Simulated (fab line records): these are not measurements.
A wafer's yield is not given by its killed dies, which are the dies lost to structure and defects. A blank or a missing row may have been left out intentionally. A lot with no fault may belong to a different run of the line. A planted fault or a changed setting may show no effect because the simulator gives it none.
A single fault, viewed from 3 desks || flow n5-finfet || what lay behind the numbers comes last; until then each desk has only its own

## THE DEFECT DESK
Counts from the inspections along the route, per lot, as means over the sampled wafers that have a number. If a lot's mean is further than 4 standard deviations from the usual mean, the lot is out of limits and carries the mark OUT (the distance appears in the brackets).
Columns: A = raw-defect-count at N5_BEOL_M11_INSPECT_13, usual 439
{"lot": "L982", "first seen here": "day 10 11:05", "A": 396}
{"lot": "L993", "first seen here": "day 12 19:32", "A": 590}
{"lot": "L996", "first seen here": "day 14 05:49", "A": 423}
{"lot": "L103", "first seen here": "day 16 03:03", "A": 499}
{"lot": "L102", "first seen here": "day 16 11:28", "A": 404}
{"lot": "L105", "first seen here": "day 16 15:40", "A": 361}
This desk's finding: nothing out of limits on any of the 6 lots.

## AT THE METROLOGY DESK
Means of the sampled wafers that have a number, per lot and without regard to the tool the lot ran on: this is what the gauges read. If a lot's mean is further than 4 standard deviations from the usual mean, the lot is out of limits and carries the mark OUT (the distance appears in the brackets).
Columns: A = cd-nm at N5_BEOL_M11_CD_MEAS_11, usual 64.3 nm; B = M11_OVL at N5_BEOL_M11_OVL_MEAS_12, usual -0.3 nm
{"lot": "L982", "first seen here": "day 10 11:01", "A": 64.3, "B": 0.9}
{"lot": "L993", "first seen here": "day 12 19:29", "A": 64.9, "B": 1.5}
{"lot": "L996", "first seen here": "day 14 05:46", "A": 64.9, "B": -0.8}
{"lot": "L103", "first seen here": "day 16 03:00", "A": 63.8, "B": -1.4}
{"lot": "L102", "first seen here": "day 16 11:25", "A": 65.7, "B": 0.6}
{"lot": "L105", "first seen here": "day 16 15:37", "A": 64.3, "B": -1.1}
This desk's finding: nothing out of limits on any of the 6 lots.

## AT THE TOOL OWNER'S DESK: rie-diel-01
The tool's own readings at N5_BEOL_M11_DESCUM_16 (chemistry O2, time 7.9 s): means of the sampled wafers that have a number, for each lot that ran on this tool. If a lot's mean is further than 4 standard deviations from the usual mean, the lot is out of limits and carries the mark OUT (the distance appears in the brackets).
Columns: A = drypump-motor-current-A at N5_BEOL_M11_DESCUM_16, usual 5.6 A; B = oes-product-au at N5_BEOL_M11_DESCUM_16, usual 0.79 a.u.; C = rf-vpp-V at N5_BEOL_M11_DESCUM_16, usual 243.0 V; D = showerhead-plenum-p-Torr at N5_BEOL_M11_DESCUM_16, usual 2.08 Torr; E = throttle-valve-pct at N5_BEOL_M11_DESCUM_16, usual 20.41 %
{"lot": "L996", "first seen here": "day 14 05:51", "A": 5.4, "B": 0.73, "C": 243.2, "D": 2.10, "E": 20.52}
{"lot": "L103", "first seen here": "day 16 03:05", "A": 5.6, "B": 0.71, "C": 242.7, "D": 2.07, "E": 20.53}
{"lot": "L102", "first seen here": "day 16 12:02", "A": 5.7, "B": 0.72, "C": 242.6, "D": 2.02, "E": 20.80}
This desk's finding: nothing out of limits on any of the 3 lots.

## BROUGHT TOGETHER
Nothing the defect desk looked at was out of limits.
At the metrology desk, nothing out of limits was observed.
Nothing out of limits was seen by the tool owner's desk.

## WHAT THE SIMULATOR HAD PUT IN
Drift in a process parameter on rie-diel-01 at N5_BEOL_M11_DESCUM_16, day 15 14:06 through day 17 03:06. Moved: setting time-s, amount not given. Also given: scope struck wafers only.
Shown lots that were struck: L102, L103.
